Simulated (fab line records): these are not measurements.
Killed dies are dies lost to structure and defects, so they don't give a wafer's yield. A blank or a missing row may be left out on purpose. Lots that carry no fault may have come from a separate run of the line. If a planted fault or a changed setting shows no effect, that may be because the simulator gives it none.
A struck lot beside a sound one    flow nand harc    15 out of 1159 route steps
Sound: wafers L481.2, L481.3, L481.6. The struck wafers were L482.2, L482.5, L482.6. The cause is given at the end.
Each step with rows lists, per side, the tool, then ch with its chambers, then its first start. Under that, the readings that differ: sound wafers    struck wafers    difference of the means    sigmas: that difference in standard deviations of wafers without a fault.
alike: same words and numbers on both sides, and readings whose means sit less than 2 such deviations apart. not compared: any withheld reading, any reading some wafer has no value for, any bound like >300 that may hide the same value, and any number with overlapping values for which the record gives no deviation.
The two part at a step that has a row with sigmas, a row that says differs or no value, or rows on one side only. Numbers that have no deviation but don't overlap get no sigmas and don't part them. A reading missing from all wafers of one side parts the sides only when that side holds two or more wafers.

NHARC_P_M2_PRE_CLEAN_32: time 12 s.
  sound on pecvd-03 ch 1,2, day 7 07:43; struck on pecvd-02 ch 0,2, day 7 22:53
reading             sound        struck       difference  sigmas
heater power w (W)  563 571 577  741 676 762  +156        +2
NHARC_P_M2_DEP_33: deposits SiCN, target thk 30 nm.
  sound on pecvd-03 ch 1,2, day 7 07:50; struck on pecvd-02 ch 0,2, day 7 22:57
  alike: heater power w
NHARC_P_BONDPAD_DEP_00: deposits SiCN, target thk 250 nm.
  sound on pecvd-04 ch 0,1, day 7 08:14; struck on pecvd-03 ch 0,2, day 7 23:22
  alike: heater power w
NHARC_P_BONDPAD_CMP_32: polishes SiCN, target thk 200 nm.
  sound on cmp-02 ch 0,2, day 7 08:48; struck on cmp-02 ch 0,3, day 7 23:46
  alike: motor current A
NHARC_P_BONDPAD_THK_MEAS_33: measures by ellipsometry.
  sound on film metro-01, day 7 09:03; struck on film metro-02, day 8 00:02
  alike: thk nm
then, 7 steps without rows for these wafers: NHARC_P_BONDPAD_SRD_34; NHARC_P_BONDPAD_DEHYDRATE_01 (time 120 s); NHARC_P_BONDPAD_HMDS_02 (time 30 s); NHARC_P_BONDPAD_COAT_36 (time 65 s); NHARC_P_BONDPAD_COAT_03 (resist thk 600 nm); NHARC_P_BONDPAD_SOFTBAKE_04 (time 70 s); NHARC_P_BONDPAD_EBR_05.
NHARC_P_BONDPAD_EXPOSE_06: exposes mask P BPAD.
  sound on krf scanner-02 ch 0, day 7 09:20; struck on krf scanner-01 ch 0, day 8 00:28
reading               sound              struck             difference  sigmas
exposure dose mJ cm2  37.07 37.05 37.05  32.82 32.78 32.81  -4.25       -99 or more
  alike: mask, focus offset nm, reticle temp C
then, 1 step without rows for these wafers: NHARC_P_BONDPAD_PEB_07 (peb time 80 s).
-- jump in the record: it breaks off in module P_BONDPAD and resumes in module END (first step shown: number 1159 of the route), and 13 days separate the struck wafers' starts before and after --
NHARC_END_SORT_01:
  sound on prober-02 ch 0, day 20 13:37; struck on prober-02 ch 0, day 20 21:49
  alike: defect limited yield, killed at array, killed at other, killed at periphery, killed dies, killed open, killed short, sort_bin_2_pct, sort_bin_3_pct, sort_bin_4_pct, sort n pass, sort rim yield pct, sort yield pct

WHERE THEY PART
At NHARC_P_M2_PRE_CLEAN_32 first; at NHARC_P_BONDPAD_EXPOSE_06 last (within this record only). Later steps at which nothing parts them and some readings are alike: NHARC_END_SORT_01.

WHY: what had been put in by the simulator
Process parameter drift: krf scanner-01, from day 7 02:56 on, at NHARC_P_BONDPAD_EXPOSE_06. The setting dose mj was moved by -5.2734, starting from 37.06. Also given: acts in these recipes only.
